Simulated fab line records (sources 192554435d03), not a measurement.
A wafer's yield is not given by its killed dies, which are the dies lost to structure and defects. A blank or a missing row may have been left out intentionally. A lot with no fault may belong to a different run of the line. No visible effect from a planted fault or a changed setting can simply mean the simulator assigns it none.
fab line records ; flow n5_finfet
record lots=5; wafers=15; last_day=17
route steps=1938 shown BEOL_M4@1052 PASSIVATION@1936
lots that met no fault: taken from a fault-free run of the same line
start_h: the number of hours between the record's first day and the start of the first shown wafer of the lot ; wait_h: hours since the lot's step before ; " the same as in the row above ; L1.1+2: one row covering several wafers at once ; - value missing, or start not given ; * or withheld: withheld ; < > ~ a bound
route shown NAME@n: NAME is a module with steps in the file, n the number in the route of the first one ; usual: mean/standard deviation of fault-free wafers ; same: alike in all rows ; chamber/n: place in a boat ; sites: readings site by site ; _std_site: standard deviation of those values ; _edge_site: inner sites' mean taken away from outer sites' mean ; radius_mm: how far each site lies from the wafer's centre ; mask NAME#n: copy n ; behind: the most recent tool/chamber to have shaped the wafer ; hold: what put the lot on hold/how long, in hours/how the hold closed ; device: the transistor (n, p or np) that didn't switch ; end of line: tests run on the same wafers once the route is complete ; a step given without rows: its recipe and nothing more ; killed: dies lost to structure and defects at the first sort, not the wafer's yield ; map: per-die view of a wafer (x killed, . not killed, _ where there is no die)
set.NAME: the setting the step ran with; set.NAME@STEP: the setting that earlier step ran with ; model.NAME: the simulator's own value behind a step, which no gauge read
lots at selected steps of the route; one table per step, one row per wafer
## steps
# step N5_BEOL_M4_SOFTBAKE_23
# recipe temp_c=110; time_s=60; resist=CAR-EUV
# step N5_BEOL_M4_EXPOSE_25
# recipe mask_id=V3; na=0.33; source_shape=quasar; sigma_inner=0.2; sigma_outer=0.8; polarization=unpolarized; defocus_nm=5; dose_mj=63
# step N5_BEOL_M4_PEB_26
# recipe peb_temp_c=100; peb_time_s=60; resist=CAR-EUV
# step N5_BEOL_M4_DEVELOP_27
# recipe develop_time_s=30; developer=TMAH; resist=CAR-EUV; rinse_liquid=surfactant_rinse; dry=air_spin; dev_temp_c=23
# step N5_BEOL_M4_DESCUM_33
# recipe chemistry=O2; time_s=7; source_power_w=50; bias_power_w=20; pressure_mtorr=20; rf_frequency_hz=2.712e+07; temp_c=40; resist=CAR-EUV; o2_flow_sccm=225
# step N5_BEOL_M4_ETCH_77
# recipe chemistry=N2/H2; target=underlayer; target_depth_a=65; mask_material=CAR-EUV; time_s=5.2; ion_energy_ev=200; pressure_mtorr=30; source_w=840; bias_w=150; n2_flow_sccm=200; h2_flow_sccm=200; ends=cleared
# step N5_BEOL_M4_ETCH_69
# recipe chemistry=CF4; target=SiARC; target_depth_a=156; mask_material=CAR-EUV; time_s=26; ion_energy_ev=80; pressure_mtorr=40; source_w=545; bias_w=36; Ar_flow_sccm=100; cf4_flow_sccm=100; ends=cleared
# step N5_BEOL_M4_ALD_98
# recipe material=SiO2; target_thk_a=25; temp_c=100; ald_precursor_family=BDEAS; ald_co_reactant=O2-plasma; pulse_time_s=1; co_reactant_pulse_time_s=1; purge_time_s=2; co_reactant_purge_time_s=2; ald_cycles=17; pressure_torr=2
# step N5_BEOL_M4_ETCHBACK_99
# recipe chemistry=CHF3; target=SiO2; target_depth_a=50; time_s=10.4; source_w=215; bias_w=47; Ar_flow_sccm=200; CHF3_flow_sccm=12; ion_energy_ev=100; pressure_mtorr=30
# step N5_BEOL_M4_ETCH_70
# recipe chemistry=N2/H2; target=SOC; target_depth_a=800; overetch_a=240; mask_material=SiARC; temp_c=40; time_s=130; ion_energy_ev=200; pressure_mtorr=30; source_w=840; bias_w=150; n2_flow_sccm=200; h2_flow_sccm=200
# usual bias_w=150.0/0.41; chamber_pressure_mTorr=30.00/0.033; drypump_motor_current_A=6.0/0.4; n2_flow_sccm=200.0/0.55; oes_product_au=0.58/0.066; rf_vpp_V=524.2/2; showerhead_plenum_p_Torr=2.56/0.067; throttle_valve_pct=17.90/0.21
lot.wafer;tool;chamber;start_h;wait_h;bias_w;chamber_pressure_mTorr;drypump_motor_current_A;n2_flow_sccm;oes_product_au;rf_hours_counter_h;rf_vpp_V;showerhead_plenum_p_Torr;throttle_valve_pct;model.CAR-EUV_of_BEOL_M4_COAT_22.thk_nm;model.SiARC_of_BEOL_M4_COAT_68.thk_nm;model.underlayer_of_BEOL_M4_COAT_76.thk_nm
L781.2;rie_diel-01;2;276.57;0.0;-;-;-;-;-;-;-;-;-;10.4;12;5
L781.3;rie_diel-01;0;276.57;0.0;-;-;-;-;-;-;-;-;-;10.4;12;5
L781.6;rie_diel-01;3;276.57;0.0;-;-;-;-;-;-;-;-;-;10.4;12;5
L780.3;rie_diel-01;0;276.97;0.0;-;-;-;-;-;-;-;-;-;10.6;12;5
L780.4;rie_diel-01;1;276.97;0.0;-;-;-;-;-;-;-;-;-;10.4;12;5
L780.6;rie_diel-01;3;276.97;0.0;-;-;-;-;-;-;-;-;-;10.4;12;5
L782.3;rie_diel-04;0;281.41;0.0;-;-;-;-;-;-;-;-;-;10.4;12;5
L782.4;rie_diel-04;2;281.41;0.0;-;-;-;-;-;-;-;-;-;10.6;12;5
L782.6;rie_diel-04;0;281.41;0.0;-;-;-;-;-;-;-;-;-;10.6;12;5
L783.1;rie_diel-01;2;281.42;0.0;150.0;30.00;5.9;199.7;0.53;184;523.4;2.53;17.80;0;6;0
L783.4;rie_diel-01;3;281.42;0.0;150.4;29.92;6.1;200.9;0.59;92;524.5;2.56;17.95;0;6;0
L783.6;rie_diel-01;0;281.42;0.0;150.0;30.01;6.5;199.4;0.61;-;528.4;2.68;17.91;0;5.8;0
L784.1;rie_diel-01;2;293.51;0.0;150.6;29.99;5.8;200.0;0.53;188;522.7;2.53;17.82;0;6;0
L784.3;rie_diel-01;0;293.51;0.0;150.0;29.99;6.5;200.3;0.61;73;525.5;2.68;17.92;0;5.8;0
L784.5;rie_diel-01;1;293.51;0.0;149.4;30.01;6.6;200.4;0.52;-;522.7;2.51;18.22;0;5.8;0
# step N5_BEOL_M4_STRIP_71
# recipe chemistry=N2/H2; temp_c=40; n2_flow_sccm=200; h2_flow_sccm=200; rf_frequency_hz=6e+07
# step N5_BEOL_M4_STRIP_78
# recipe chemistry=N2/H2; temp_c=40; n2_flow_sccm=200; h2_flow_sccm=200; rf_frequency_hz=6e+07
# step N5_BEOL_M4_VIA_ETCH_34
# recipe chemistry=C4F6/O2; target_depth_a=694; mask_material=SOC; pressure_mtorr=15; ion_energy_ev=250; taper_deg=4; time_s=65.9; source_w=350; bias_w=170; Ar_flow_sccm=300; C4F6_flow_sccm=10; O2_flow_sccm=10
# usual C4F6_flow_sccm=10.00/0.033; O2_flow_sccm=10.00/0.033; drypump_motor_current_A=6.0/0.4; oes_o_777_au=0.79/0.091; oes_product_au=0.79/0.095; rf_vpp_V=666/7.7; showerhead_plenum_p_Torr=2.86/0.073; throttle_valve_pct=30.82/0.2
lot.wafer;tool;chamber;start_h;wait_h;C4F6_flow_sccm;O2_flow_sccm;drypump_motor_current_A;oes_o_777_au;oes_product_au;rf_hours_counter_h;rf_vpp_V;showerhead_plenum_p_Torr;throttle_valve_pct
L781.2;rie_diel-01;2;276.67;0.0;10.03;10.00;5.9;0.72;0.27;182;669;2.84;30.61
L781.3;rie_diel-01;0;276.67;0.0;10.04;10.02;6.5;0.81;0.32;66;680;3.00;30.85
L781.6;rie_diel-01;3;276.67;0.0;10.02;10.01;6.1;0.81;0.31;-;661;2.87;30.86
L780.3;rie_diel-01;0;277.07;0.0;10.00;10.03;6.5;0.81;0.31;67;678;3.00;30.87
L780.4;rie_diel-01;1;277.07;0.0;9.98;10.04;6.6;0.70;0.26;228;665;2.81;30.98
L780.6;rie_diel-01;3;277.07;0.0;9.98;10.01;6.1;0.81;0.30;-;660;2.87;30.84
L782.3;rie_diel-04;0;281.51;0.0;9.98;9.95;5.4;0.93;0.35;6;669;2.79;30.36
L782.4;rie_diel-04;2;281.51;0.0;10.01;9.98;5.1;0.69;0.26;229;653;2.81;31.03
L782.6;rie_diel-04;0;281.51;0.0;10.00;9.97;5.4;0.93;0.35;-;669;2.79;30.35
L783.1;rie_diel-01;2;281.53;0.0;9.99;9.96;5.9;0.72;0.71;184;669;2.84;30.72
L783.4;rie_diel-01;3;281.53;0.0;10.02;10.03;6.1;0.80;0.81;92;662;2.87;30.96
L783.6;rie_diel-01;0;281.53;0.0;9.99;9.97;6.5;0.81;0.83;-;679;2.99;30.98
L784.1;rie_diel-01;2;293.61;0.0;10.08;10.03;5.9;0.71;0.71;188;669;2.84;30.74
L784.3;rie_diel-01;0;293.61;0.0;10.00;9.94;6.5;0.79;0.82;73;680;2.99;30.97
L784.5;rie_diel-01;1;293.61;0.0;9.98;10.03;6.7;0.69;0.70;-;664;2.80;31.08
# step N5_BEOL_M4_STRIP_83
# recipe chemistry=C4F6/O2; resist=SiARC; rf_frequency_hz=6e+07
# step N5_BEOL_M4_RC_MEAS_101
# usual DIBL_N=36.3/1.2; DIBL_P=36.7/1.5; IOFF_N=0.164/0.02; IOFF_P=0.214/0.024; ION_N=673/8.5; ION_P=461/5.9; SS_N=71.6/0.44; SS_P=73.3/0.55; VT_N=249.4/2.4; VT_P=-250.0/2.3
lot.wafer;tool;chamber;start_h;wait_h;DIBL_N[mV/V];DIBL_P[mV/V];IOFF_N[nA/um];IOFF_P[nA/um];ION_N[uA/um];ION_P[uA/um];SS_N[mV/dec];SS_P[mV/dec];VT_N[mV];VT_P[mV]
L783.1;prober-02;0;286.17;0.0;37.4;36.7;0.173;0.218;677;464;71.2;72.6;249.8;-250.0
L783.4;prober-02;0;286.17;0.0;36.9;35.8;0.159;0.203;656;453;71.7;73.3;250.4;-253.3
L783.6;prober-02;0;286.17;0.0;36.5;35.9;0.157;0.211;668;459;71.1;73.2;249.5;-249.3
L784.1;prober-01;0;300.04;0.0;36.3;37.0;0.167;0.223;677;466;71.0;72.8;248.7;-250.5
L784.3;prober-01;0;300.04;0.0;37.6;37.8;0.191;0.241;672;455;72.1;73.7;245.5;-250.5
L784.5;prober-01;0;300.04;0.0;35.0;35.8;0.150;0.207;676;464;71.3;72.3;247.3;-251.2
# step N5_PASSIVATION_PROBE_49
# usual defect_limited_yield=91.2/1.5; killed_at_M0_to_M3=35/11; killed_at_M4_up=13/5.6; killed_at_contacts=13/6.3; killed_at_front_end=38/12; killed_at_other=3.7/2.9; killed_dies=104/18; killed_on_rim=14/3.8; killed_open=69/13; killed_short=34/8.3; sort_bin_5_function=5.2/0.95; sort_bin_6_memory=3.3/0.68; sort_n_pass=1076/18; sort_yield_pct=91.2/1.5
# same gross_dies=1180; killed_at_back_side=0; sort_bin_4_leakage[%]=0; sort_bin_8_speed[%]=0
lot.wafer;tool;chamber;start_h;wait_h;defect_limited_yield[%];killed_at_M0_to_M3;killed_at_M4_up;killed_at_contacts;killed_at_front_end;killed_at_other;killed_dies;killed_on_rim;killed_open;killed_short;sort_bin_5_function[%];sort_bin_6_memory[%];sort_n_pass;sort_yield_pct[%]
L780.3;prober-02;-;383.79;0.1;0;34;1081;32;31;2;1180;152;76;39;95.3;4.4;0;0
L780.4;prober-02;-;383.84;0.2;0;56;1082;10;30;2;1180;152;73;46;96.4;3.2;0;0
L780.6;prober-02;-;383.94;0.3;0;38;1097;22;21;2;1180;152;75;25;96.9;2.8;0;0
L782.3;prober-01;-;393.66;0.1;0;36;1102;11;28;3;1180;152;59;27;97.5;2.3;0;0
L782.4;prober-01;-;393.71;0.2;0;57;1081;9;25;8;1180;152;77;35;96.0;3.6;0;0
L782.6;prober-01;-;393.81;0.3;0;59;1067;14;34;6;1180;152;84;41;95.2;4.3;0;0
L781.2;prober-02;-;394.22;0.1;0;42;1077;8;52;1;1180;152;69;48;96.4;3.2;0;0
L781.3;prober-02;-;394.27;0.1;0;25;1100;18;35;2;1180;152;58;43;96.9;2.4;0;0
L781.6;prober-02;-;394.42;0.3;0;47;1097;10;25;1;1180;152;73;29;96.4;3.4;0;0
# killed by level:class
L780.3 BEOL_M4:area_etch=1065 MOL_CONTACT_COAG:geometric_particle:open=28 BEOL_M2:geometric_particle:open=10 GATE_CUT:geometric_particle:open=6 BEOL_M0_SAQP:geometric_particle:short=6 FIN_SAQP:geometric_particle:short=5 BEOL_M1:geometric_particle:open=5 BEOL_M0_SAQP:geometric_particle:open=5
L780.4 BEOL_M4:area_etch=1061 BEOL_M0_SAQP:geometric_particle:open=20 BEOL_M0_SAQP:geometric_particle:short=16 BEOL_M2:geometric_particle:open=10 GATE_CUT:geometric_particle:short=8 BEOL_M4:geometric_particle:open=8 MOL_CONTACT_COAG:geometric_particle:open=7 FIN_SAQP:geometric_particle:open=5
L780.6 BEOL_M4:area_etch=1080 MOL_CONTACT_COAG:geometric_particle:open=20 BEOL_M2:geometric_particle:open=8 BEOL_M4:geometric_particle:open=7 BEOL_M0_SAQP:geometric_particle:open=5 BEOL_M1:geometric_particle:open=5 BEOL_M2:geometric_particle:short=5 FIN_SAQP:geometric_particle:open=4
L782.3 BEOL_M4:area_etch=1093 FIN_SAQP:geometric_particle:open=11 BEOL_M3:geometric_particle:open=10 BEOL_M1:geometric_particle:open=8 MOL_CONTACT_COAG:geometric_particle:open=7 FIN_SAQP:geometric_particle:short=6 BEOL_M2:geometric_particle:open=6 BEOL_M0_SAQP:geometric_particle:short=5
L782.4 BEOL_M4:area_etch=1068 BEOL_M0_SAQP:geometric_particle:short=14 BEOL_M0_SAQP:geometric_particle:open=11 BEOL_M2:geometric_particle:open=9 BEOL_M3:geometric_particle:open=9 BEOL_M1:geometric_particle:open=8 FIN_SAQP:geometric_particle:open=6 STI_FIN_REVEAL:geometric_particle:open=6
L782.6 BEOL_M4:area_etch=1055 BEOL_M3:geometric_particle:open=19 MOL_CONTACT_COAG:geometric_particle:open=12 FIN_SAQP:geometric_particle:short=9 BEOL_M2:geometric_particle:open=9 FIN_SAQP:geometric_particle:open=7 BEOL_M1:geometric_particle:open=7 BEOL_M3:geometric_particle:short=6
L781.2 BEOL_M4:area_etch=1063 STI_FIN_REVEAL:geometric_particle:open=15 BEOL_M0_SAQP:geometric_particle:open=10 BEOL_M0_SAQP:geometric_particle:short=10 BEOL_M3:geometric_particle:open=8 FIN_SAQP:geometric_particle:short=7 BEOL_M4:geometric_particle:open=6 STARTING-WAFER:geometric_particle:open=6
L781.3 BEOL_M4:area_etch=1079 MOL_CONTACT_COAG:geometric_particle:open=12 BEOL_M4:geometric_particle:open=10 BEOL_M0_SAQP:geometric_particle:short=9 FIN_SAQP:geometric_particle:short=8 GATE_CUT:geometric_particle:short=8 STI_FIN_REVEAL:geometric_particle:open=7 MOL_CONTACT_COAG:geometric_particle:short=6
L781.6 BEOL_M4:area_etch=1076 BEOL_M3:geometric_particle:open=12 BEOL_M2:geometric_particle:open=11 BEOL_M4:geometric_particle:open=10 BEOL_M0_SAQP:geometric_particle:open=9 MOL_CONTACT_COAG:geometric_particle:open=8 BEOL_M0_SAQP:geometric_particle:short=8 STI_FIN_REVEAL:geometric_particle:open=5
# map L780.3 (x killed, . not)
_________________xxxxxxxxxxxx________________
______________xxxxxxxxxxxxxxxxxx_____________
___________xxxxxxxxxxxxxxxxxxxxxxxx__________
__________xxxxxxxxxxxxxxxxxxxxxxxxxx_________
________xxxxxxxxxxxxxxxxxxxxxxxxxxxxxx_______
_______xxxxxxxxxxxxxxxxxxxxxxxxxxxxxxxx______
______xxxxxxxxxxxxxxxxxxxxxxxxxxxxxxxxxx_____
_____xxxxxxxxxxxxxxxxxxxxxxxxxxxxxxxxxxxx____
____xxxxxxxxxxxxxxxxxxxxxxxxxxxxxxxxxxxxxx___
___xxxxxxxxxxxxxxxxxxxxxxxxxxxxxxxxxxxxxxxx__
___xxxxxxxxxxxxxxxxxxxxxxxxxxxxxxxxxxxxxxxx__
__xxxxxxxxxxxxxxxxxxxxxxxxxxxxxxxxxxxxxxxxxx_
__xxxxxxxxxxxxxxxxxxxxxxxxxxxxxxxxxxxxxxxxxx_
_xxxxxxxxxxxxxxxxxxxxxxxxxxxxxxxxxxxxxxxxxxxx
_xxxxxxxxxxxxxxxxxxxxxxxxxxxxxxxxxxxxxxxxxxxx
_xxxxxxxxxxxxxxxxxxxxxxxxxxxxxxxxxxxxxxxxxxxx
_xxxxxxxxxxxxxxxxxxxxxxxxxxxxxxxxxxxxxxxxxxxx
_xxxxxxxxxxxxxxxxxxxxxxxxxxxxxxxxxxxxxxxxxxxx
_xxxxxxxxxxxxxxxxxxxxxxxxxxxxxxxxxxxxxxxxxxxx
_xxxxxxxxxxxxxxxxxxxxxxxxxxxxxxxxxxxxxxxxxxxx
_xxxxxxxxxxxxxxxxxxxxxxxxxxxxxxxxxxxxxxxxxxxx
__xxxxxxxxxxxxxxxxxxxxxxxxxxxxxxxxxxxxxxxxxx_
__xxxxxxxxxxxxxxxxxxxxxxxxxxxxxxxxxxxxxxxxxx_
___xxxxxxxxxxxxxxxxxxxxxxxxxxxxxxxxxxxxxxxx__
___xxxxxxxxxxxxxxxxxxxxxxxxxxxxxxxxxxxxxxxx__
____xxxxxxxxxxxxxxxxxxxxxxxxxxxxxxxxxxxxxx___
_____xxxxxxxxxxxxxxxxxxxxxxxxxxxxxxxxxxxx____
______xxxxxxxxxxxxxxxxxxxxxxxxxxxxxxxxxx_____
_______xxxxxxxxxxxxxxxxxxxxxxxxxxxxxxxx______
________xxxxxxxxxxxxxxxxxxxxxxxxxxxxxx_______
__________xxxxxxxxxxxxxxxxxxxxxxxxxx_________
___________xxxxxxxxxxxxxxxxxxxxxxxx__________
______________xxxxxxxxxxxxxxxxxx_____________
_________________xxxxxxxxxxxx________________
# map L781.2 (x killed, . not)
_________________xxxxxxxxxxxx________________
______________xxxxxxxxxxxxxxxxxx_____________
___________xxxxxxxxxxxxxxxxxxxxxxxx__________
__________xxxxxxxxxxxxxxxxxxxxxxxxxx_________
________xxxxxxxxxxxxxxxxxxxxxxxxxxxxxx_______
_______xxxxxxxxxxxxxxxxxxxxxxxxxxxxxxxx______
______xxxxxxxxxxxxxxxxxxxxxxxxxxxxxxxxxx_____
_____xxxxxxxxxxxxxxxxxxxxxxxxxxxxxxxxxxxx____
____xxxxxxxxxxxxxxxxxxxxxxxxxxxxxxxxxxxxxx___
___xxxxxxxxxxxxxxxxxxxxxxxxxxxxxxxxxxxxxxxx__
___xxxxxxxxxxxxxxxxxxxxxxxxxxxxxxxxxxxxxxxx__
__xxxxxxxxxxxxxxxxxxxxxxxxxxxxxxxxxxxxxxxxxx_
__xxxxxxxxxxxxxxxxxxxxxxxxxxxxxxxxxxxxxxxxxx_
_xxxxxxxxxxxxxxxxxxxxxxxxxxxxxxxxxxxxxxxxxxxx
_xxxxxxxxxxxxxxxxxxxxxxxxxxxxxxxxxxxxxxxxxxxx
_xxxxxxxxxxxxxxxxxxxxxxxxxxxxxxxxxxxxxxxxxxxx
_xxxxxxxxxxxxxxxxxxxxxxxxxxxxxxxxxxxxxxxxxxxx
_xxxxxxxxxxxxxxxxxxxxxxxxxxxxxxxxxxxxxxxxxxxx
_xxxxxxxxxxxxxxxxxxxxxxxxxxxxxxxxxxxxxxxxxxxx
_xxxxxxxxxxxxxxxxxxxxxxxxxxxxxxxxxxxxxxxxxxxx
_xxxxxxxxxxxxxxxxxxxxxxxxxxxxxxxxxxxxxxxxxxxx
__xxxxxxxxxxxxxxxxxxxxxxxxxxxxxxxxxxxxxxxxxx_
__xxxxxxxxxxxxxxxxxxxxxxxxxxxxxxxxxxxxxxxxxx_
___xxxxxxxxxxxxxxxxxxxxxxxxxxxxxxxxxxxxxxxx__
___xxxxxxxxxxxxxxxxxxxxxxxxxxxxxxxxxxxxxxxx__
____xxxxxxxxxxxxxxxxxxxxxxxxxxxxxxxxxxxxxx___
_____xxxxxxxxxxxxxxxxxxxxxxxxxxxxxxxxxxxx____
______xxxxxxxxxxxxxxxxxxxxxxxxxxxxxxxxxx_____
_______xxxxxxxxxxxxxxxxxxxxxxxxxxxxxxxx______
________xxxxxxxxxxxxxxxxxxxxxxxxxxxxxx_______
__________xxxxxxxxxxxxxxxxxxxxxxxxxx_________
___________xxxxxxxxxxxxxxxxxxxxxxxx__________
______________xxxxxxxxxxxxxxxxxx_____________
_________________xxxxxxxxxxxx________________
## key
first_sign step=N5_BEOL_M4_ETCH_70; reading=tool_record; direction=missing
effect step=N5_BEOL_M4_VIA_ETCH_34; reading=oes_product_au; direction=down; sigmas=5.1; usual=0.79; struck=0.30
effect step=N5_PASSIVATION_PROBE_49; reading=killed_at_M4_up; direction=up; sigmas=99+; usual=13; struck=1087
model_effect step=N5_BEOL_M4_ETCH_70; value=CAR-EUV_of_BEOL_M4_COAT_22.thk_nm; without=0; struck=10.47
more_kills_born_at N5_BEOL_M4_ETCH_70@rie_diel-01=6424; N5_BEOL_M4_ETCH_70@rie_diel-04=3216
met_at N5_BEOL_M4_ETCH_70
struck_wafers L780.3,L780.4,L780.6,L781.2,L781.3,L781.6,L782.3,L782.4,L782.6
later_rows_left_out L780.3,L780.4,L780.6,L781.2,L781.3,L781.6,L782.3,L782.4,L782.6
fault kind=skipped_step_whole; tool=rie_diel-01,rie_diel-04; chamber=-; onset_h=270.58; steps=N5_BEOL_M4_ETCH_70; scope=struck_lots_only
# later_rows_left_out: the simulator's readings of these wafers behind a module that went badly wrong aren't trusted and aren't shown, but for the sort
